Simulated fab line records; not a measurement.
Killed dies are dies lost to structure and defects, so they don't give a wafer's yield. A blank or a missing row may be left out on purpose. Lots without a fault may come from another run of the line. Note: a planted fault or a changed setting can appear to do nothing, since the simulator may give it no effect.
A struck lot beside a sound one | flow nand-harc | 18 steps out of a route of 1302
Sound: these wafers, L734.2, L734.3, L734.5. The struck wafers were L742.3, L742.4, L742.6. The cause is named last.
Order at every step that has rows: each side's tool, ch and its chambers, its first start. Under that, the readings that differ: sound wafers | struck wafers | difference of the means | sigmas: that difference in standard deviations of wafers without a fault.
alike: same words and numbers on both sides, and readings whose means sit less than 2 such deviations apart. not compared: any withheld reading, any reading some wafer has no value for, any bound like >300 that may hide the same value, and any number with overlapping values for which the record gives no deviation.
Wherever a step has rows on one side only, a row that says differs or no value, or a row with sigmas, the two part there. Non-overlapping numbers with no deviation appear without sigmas and do not part them. Lack of a reading on every wafer of one side parts them only where that side has two or more wafers.

NHARC_P_ZERO_WELL_CD_MEAS_24 targets a cd of 720 nm.
  sound on cd-sem-02 ch 0, day 2 18:38; struck on cd-sem-02 ch 0, day 6 03:20
  alike: cd-nm
then, 1 step without rows for these wafers: NHARC_P_ZERO_WELL_HARDBAKE_25 (time 80 s).
NHARC_P_ZERO_WELL_DESCUM_26: chemistry O2, time 3 s.
  sound on rie-diel-10 ch 1,2,3, day 2 18:48; struck on rie-diel-10 ch 0,3, day 6 03:30
  alike: drypump-motor-current-A, oes-product-au, rf-vpp-V, showerhead-plenum-p-Torr, throttle-valve-pct
  not compared: rf-hours-counter-h
then, 9 steps without rows for these wafers: NHARC_P_ZERO_WELL_IMPLANT_27; NHARC_P_ZERO_WELL_IMPLANT_57; NHARC_P_ZERO_WELL_IMPLANT_58; NHARC_P_ZERO_WELL_STRIP_28 (strips in SPM, time 840 s); NHARC_P_ZERO_WELL_DEHYDRATE_29 (time 120 s); NHARC_P_ZERO_WELL_HMDS_30 (time 30 s); NHARC_P_ZERO_WELL_COAT_31; NHARC_P_ZERO_WELL_SOFTBAKE_32 (time 95 s); NHARC_P_ZERO_WELL_EBR_33.
NHARC_P_ZERO_WELL_EXPOSE_34: exposes mask P PWELL, target cd 720 nm.
  sound on krf-scanner-04 ch 0, day 2 20:00; struck on krf-scanner-04 ch 0, day 6 04:41
  reading | sound                         | struck                     | difference | sigmas
  mask    | P_PWELL#0 P_PWELL#0 P_PWELL#0 | P_HVPW#0 P_HVPW#0 P_HVPW#0 | differs    |
  alike: exposure-dose-mJ-cm2
then, 2 steps without rows for these wafers: NHARC_P_ZERO_WELL_PEB_35 (peb time 85 s); NHARC_P_ZERO_WELL_DEVELOP_36 (time 70 s).
NHARC_P_ZERO_WELL_CD_MEAS_37 targets a cd of 720 nm.
  sound on cd-sem-02 ch 0, day 2 20:10; struck on cd-sem-03 ch 0, day 6 04:50
  reading    | sound             | struck | difference                    | sigmas
  cd-nm (nm) | 721.0 718.5 719.6 | - - -  | no value on the struck wafers |
then, 1 step without rows for these wafers: NHARC_P_ZERO_WELL_HARDBAKE_38 (time 80 s).
-- the record jumps here: 23 days lie between the struck wafers' starts before and after (it left off in module P_ZERO_WELL and takes up again in module END, whose first step shown is number 1302 of the route) --
NHARC_END_SORT_01:
  here the record holds rows for the struck wafers (prober-01 ch 0, day 28 21:43) but none for the sound ones

== WHERE THEY PART ==
At NHARC_P_ZERO_WELL_EXPOSE_34 first; at NHARC_END_SORT_01 last (within this record only).

WHY: whatever the simulator had introduced
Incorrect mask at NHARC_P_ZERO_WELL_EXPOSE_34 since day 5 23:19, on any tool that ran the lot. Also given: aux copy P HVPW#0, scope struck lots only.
